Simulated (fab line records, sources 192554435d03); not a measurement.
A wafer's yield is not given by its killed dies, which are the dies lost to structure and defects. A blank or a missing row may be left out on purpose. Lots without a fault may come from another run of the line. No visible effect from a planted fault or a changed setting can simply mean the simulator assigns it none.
Which tool is to blame? | flow n5 finfet | 12 lots with 36 wafers sampled at 6 steps, on a route of 1938 steps

WHAT THE GAUGES READ, wafer by wafer
N5_BEOL_M6_THK_MEAS_01.
lot  | measured     | on            | M6_ILD_THK (nm)
L075 | day 8 16:46  | film metro-01 | 150.1 158.8 154.2
L077 | day 9 02:16  | film metro-01 | 154.7 152.1 157.5
L079 | day 9 16:22  | film metro-02 | 153.0 151.0 153.8
L081 | day 10 02:13 | film metro-02 | 151.7 158.3 156.5
L083 | day 10 18:51 | film metro-01 | 153.2 155.7 154.9
L085 | day 11 03:17 | film metro-01 | 153.3 154.8 156.2
L088 | day 11 19:59 | film metro-01 | 152.5 157.3 157.7
L089 | day 12 00:21 | film metro-01 | 155.2 154.8 156.7
L091 | day 12 17:25 | film metro-02 | 155.9 156.5 158.2
L094 | day 13 15:11 | film metro-01 | 153.0 155.4 157.1
L095 | day 13 20:34 | film metro-01 | 152.8 151.8 154.7
L097 | day 14 11:31 | film metro-01 | 149.0 153.9 152.1

EACH LOT AND THE TOOL THAT RAN IT (in order: tool; ch and the chambers of the sampled wafers; start)
lot  | N5_BEOL_M5_DESCUM_33               | N5_BEOL_M5_DEGAS_44          | N5_BEOL_M5_SPUTTER_48        | N5_BEOL_M5_ANNEAL_49         | N5_BEOL_M5_SPUTTER_81
L075 | rie diel-03 ch 0,2, day 8 08:53    | pvd sputter-01, day 8 09:50  | pvd sputter-02, day 8 10:39  | pvd sputter-02, day 8 10:44  | pvd sputter-02, day 8 11:44
L077 | rie diel-02 ch 0,2,3, day 8 18:17  | pvd sputter-03, day 8 19:17  | pvd sputter-02, day 8 20:12  | pvd sputter-02, day 8 20:17  | pvd sputter-02, day 8 21:17
L079 | rie diel-03 ch 0,1,3, day 9 07:11  | pvd sputter-03, day 9 09:11  | pvd sputter-01, day 9 09:50  | pvd sputter-01, day 9 09:55  | pvd sputter-01, day 9 10:56
L081 | rie diel-03 ch 0,1,3, day 9 17:50  | pvd sputter-02, day 9 19:11  | pvd sputter-02, day 9 19:59  | pvd sputter-02, day 9 20:04  | pvd sputter-02, day 9 21:10
L083 | rie diel-02 ch 0,1,2, day 10 10:20 | pvd sputter-03, day 10 11:45 | pvd sputter-02, day 10 12:24 | pvd sputter-02, day 10 12:29 | pvd sputter-02, day 10 13:29
L085 | rie diel-01 ch 1,2,3, day 10 19:35 | pvd sputter-03, day 10 20:34 | pvd sputter-02, day 10 21:14 | pvd sputter-02, day 10 21:19 | pvd sputter-02, day 10 22:19
L088 | rie diel-01 ch 0,1,2, day 11 11:47 | pvd sputter-02, day 11 13:07 | pvd sputter-02, day 11 13:56 | pvd sputter-02, day 11 14:01 | pvd sputter-02, day 11 15:01
L089 | rie diel-02 ch 0,2,3, day 11 12:28 | pvd sputter-01, day 11 14:21 | pvd sputter-03, day 11 17:50 | pvd sputter-03, day 11 17:55 | pvd sputter-03, day 11 18:55
L091 | rie diel-01 ch 1,2,3, day 12 08:52 | pvd sputter-01, day 12 10:08 | pvd sputter-01, day 12 10:49 | pvd sputter-01, day 12 10:53 | pvd sputter-01, day 12 11:53
L094 | rie diel-02 ch 0,2,3, day 13 07:33 | pvd sputter-01, day 13 08:34 | pvd sputter-01, day 13 09:07 | pvd sputter-01, day 13 09:11 | pvd sputter-01, day 13 10:12
L095 | rie diel-01 ch 1,2,3, day 13 12:02 | pvd sputter-02, day 13 13:34 | pvd sputter-01, day 13 14:11 | pvd sputter-01, day 13 14:16 | pvd sputter-01, day 13 15:16
L097 | rie diel-01 ch 0,2,3, day 14 01:28 | pvd sputter-01, day 14 02:35 | pvd sputter-03, day 14 05:25 | pvd sputter-03, day 14 05:29 | pvd sputter-03, day 14 06:29
- N5_BEOL_M5_DESCUM_33: chemistry O2, time 7 s.
- N5_BEOL_M5_DEGAS_44: time 60 s.
- N5_BEOL_M5_SPUTTER_48: material Cu, target thk 15 nm, time 27.62 s.
- N5_BEOL_M5_ANNEAL_49: time 1800 s.
- N5_BEOL_M5_SPUTTER_81: material Cu, target thk 15 nm, time 27.62 s.

THE ANSWER, worked out from the rows above alone
Rule: what is usual is taken from the lots themselves. The widest of any qualifying gaps counts: lots, ordered by their means at a reading, are off when they make up no more than a third of the lots, leave a main group of 4 or more, and stand apart from it by 3 or more times the standard deviation of that group's means. A main group is skipped when, at the precision printed for the reading in the tables above, its means are all equal. Also off: a lot with no number at a reading for which 4 or more lots have one. Where the step has rows for the other lots, those lots are counted as sound.
No lot is off on any of the readings shown, so nothing can be concluded from this.

WHAT THE SIMULATOR HAD PUT IN
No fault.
